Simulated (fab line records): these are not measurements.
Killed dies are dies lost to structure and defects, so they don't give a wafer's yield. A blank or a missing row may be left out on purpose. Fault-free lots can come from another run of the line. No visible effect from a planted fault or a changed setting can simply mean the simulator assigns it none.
Which tool is to blame? | flow nand-harc | 42 wafers from 14 lots sampled at 4 of the route's 1159 steps

== WHAT THE GAUGES SHOWED, per wafer ==
NHARC_P_STI_CD_MEAS_16. Usual: cd-nm reads 198.4 nm (standard deviation 2.5).
lot  | measured    | on        | cd-nm (nm)        | flag
L612 | day 2 11:38 | cd-sem-03 | 192.3 198.1 197.0 |
L613 | day 2 18:44 | cd-sem-01 | 198.4 202.5 198.2 |
L614 | day 3 01:56 | cd-sem-01 | 197.7 199.3 199.0 |
L615 | day 3 09:23 | cd-sem-01 | 203.9 202.0 198.8 |
L617 | day 3 17:35 | cd-sem-03 | 199.9 201.8 200.9 |
L618 | day 4 02:38 | cd-sem-03 | 192.5 197.1 199.3 |
L620 | day 4 14:16 | cd-sem-02 | 196.8 197.0 195.9 |
L623 | day 5 02:12 | cd-sem-02 | 196.6 195.2 199.8 |
L622 | day 5 02:16 | cd-sem-02 | 197.5 198.0 200.3 |
L626 | day 6 06:12 | cd-sem-03 | 199.6 198.1 196.0 |
L630 | day 6 21:58 | cd-sem-03 | 199.9 194.4 196.0 |
L629 | day 6 22:07 | cd-sem-03 | 197.7 199.5 197.1 |
L633 | day 7 20:41 | cd-sem-01 | 198.5 199.7 196.3 |
L634 | day 7 20:51 | cd-sem-02 | 197.4 201.5 197.3 |

NHARC_P_STI_INSPECT_25. Usual: raw-defect-count reads 218 (standard deviation 87).
lot  | measured    | on                | raw-defect-count | flag
L612 | day 3 17:18 | defect-inspect-02 | 252 208 256      |
L613 | day 4 02:38 | defect-inspect-02 | 261 132 133      |
L614 | day 4 09:59 | defect-inspect-02 | 250 118 423      |
L615 | day 4 21:53 | defect-inspect-02 | 136 183 186      |
L617 | day 4 21:53 | defect-inspect-02 | 241 147 111      |
L618 | day 5 18:19 | defect-inspect-02 | 266 247 152      |
L620 | day 6 05:58 | defect-inspect-02 | 148 132 304      |
L623 | day 7 09:11 | defect-inspect-01 | 200 209 93       |
L622 | day 7 09:11 | defect-inspect-01 | 150 213 194      |
L626 | day 8 03:01 | defect-inspect-02 | 272 265 236      |
L630 | day 8 03:01 | defect-inspect-01 | 217 187 197      |
L629 | day 8 03:02 | defect-inspect-02 | 321 319 305      |
L633 | day 9 00:58 | defect-inspect-01 | 293 187 260      |
L634 | day 9 00:58 | defect-inspect-02 | 415 234 499      |

NHARC_P_GATE_CD_MEAS_26: the cd target is 120 nm. Usual: cd-nm reads 119.9 nm (standard deviation 0.57).
lot  | measured    | on        | cd-nm (nm)        | flag
L612 | day 4 14:57 | cd-sem-02 | 119.7 120.7 119.2 |
L613 | day 5 01:38 | cd-sem-03 | 120.3 120.2 119.4 |
L614 | day 5 10:19 | cd-sem-02 | 119.6 120.3 119.7 |
L615 | day 5 22:39 | cd-sem-02 | 119.4 119.2 119.8 |
L617 | day 5 23:03 | cd-sem-01 | 120.7 120.2 120.1 |
L618 | day 6 17:13 | cd-sem-02 | 119.3 119.7 119.2 |
L620 | day 7 05:08 | cd-sem-02 | 119.9 119.5 119.6 |
L623 | day 8 14:00 | cd-sem-01 | 119.0 119.9 120.1 |
L622 | day 8 14:31 | cd-sem-03 | 120.0 119.2 119.6 |
L626 | day 9 02:51 | cd-sem-02 | 118.6 119.9 119.6 |
L630 | day 9 03:41 | cd-sem-03 | 106.9 114.6 111.2 | OFF
L629 | day 9 03:01 | cd-sem-02 | 107.2 118.2 110.5 | OFF
L633 | day 9 22:58 | cd-sem-03 | 119.9 120.0 120.0 |
L634 | day 9 23:07 | cd-sem-01 | 120.5 119.9 120.0 |

== TOOL THAT RAN EACH LOT (tool first, then ch and the chambers of the sampled wafers, then the start) ==
lot  | NHARC_P_GATE_EXPOSE_23
L612 | arfi-scanner-01 ch 0, day 4 14:49
L613 | arfi-scanner-02 ch 0, day 5 01:29
L614 | arfi-scanner-02 ch 0, day 5 10:10
L615 | arfi-scanner-02 ch 0, day 5 22:31
L617 | arfi-scanner-01 ch 0, day 5 22:55
L618 | arfi-scanner-01 ch 0, day 6 17:05
L620 | arfi-scanner-03 ch 0, day 7 04:59
L623 | arfi-scanner-01 ch 0, day 8 13:52
L622 | arfi-scanner-03 ch 0, day 8 14:23
L626 | arfi-scanner-01 ch 0, day 9 02:43
L630 | arfi-scanner-03 ch 0, day 9 03:32
L629 | arfi-scanner-03 ch 0, day 9 02:52
L633 | arfi-scanner-02 ch 0, day 9 22:49
L634 | arfi-scanner-01 ch 0, day 9 22:58
- NHARC_P_GATE_EXPOSE_23: exposes mask P GATE, target cd 120 nm.

== WHAT THE TOOLS THEMSELVES READ (means of the sampled wafers that have a number; where no wafer has one, the mark that the record gives instead) ==
The record holds no such reading with a usual standard deviation.

== THE ANSWER, worked out from the rows above alone ==
Rule: lot off if the mean of its wafers having a number is beyond 3 standard deviations from the usual mean. Also off: a lot with no number at a reading for which 4 or more lots have one. All remaining lots with rows at the step are treated as sound. After the gauges, taken in route order, come the tools' own readings; for these a lot's mean is taken, as printed above. At the first step where some lot is off, the reading lying furthest off is the one used; lots without a number count as furthest.
Off: L630, L629, at NHARC_P_GATE_CD_MEAS_26 (cd-nm).
A tool fits if, at a process step before that reading, it ran every lot that is off, and no sound lot after the first of them. Gauges at NHARC_P_GATE_CD_MEAS_26: tried the same way as those tools. One candidate fits, namely arfi-scanner-03 at NHARC_P_GATE_EXPOSE_23. A fault onset in the window from L622 (day 8 14:23, its last sound lot) to L629 (day 9 02:52, its first lot off) fits.

== WHAT THE SIMULATOR HAD PUT IN ==
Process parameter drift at NHARC_P_GATE_EXPOSE_23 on arfi-scanner-03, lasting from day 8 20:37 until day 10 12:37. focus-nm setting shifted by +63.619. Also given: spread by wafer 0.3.
Lots struck among those shown: L630, L629. This agrees with what the rule above found.
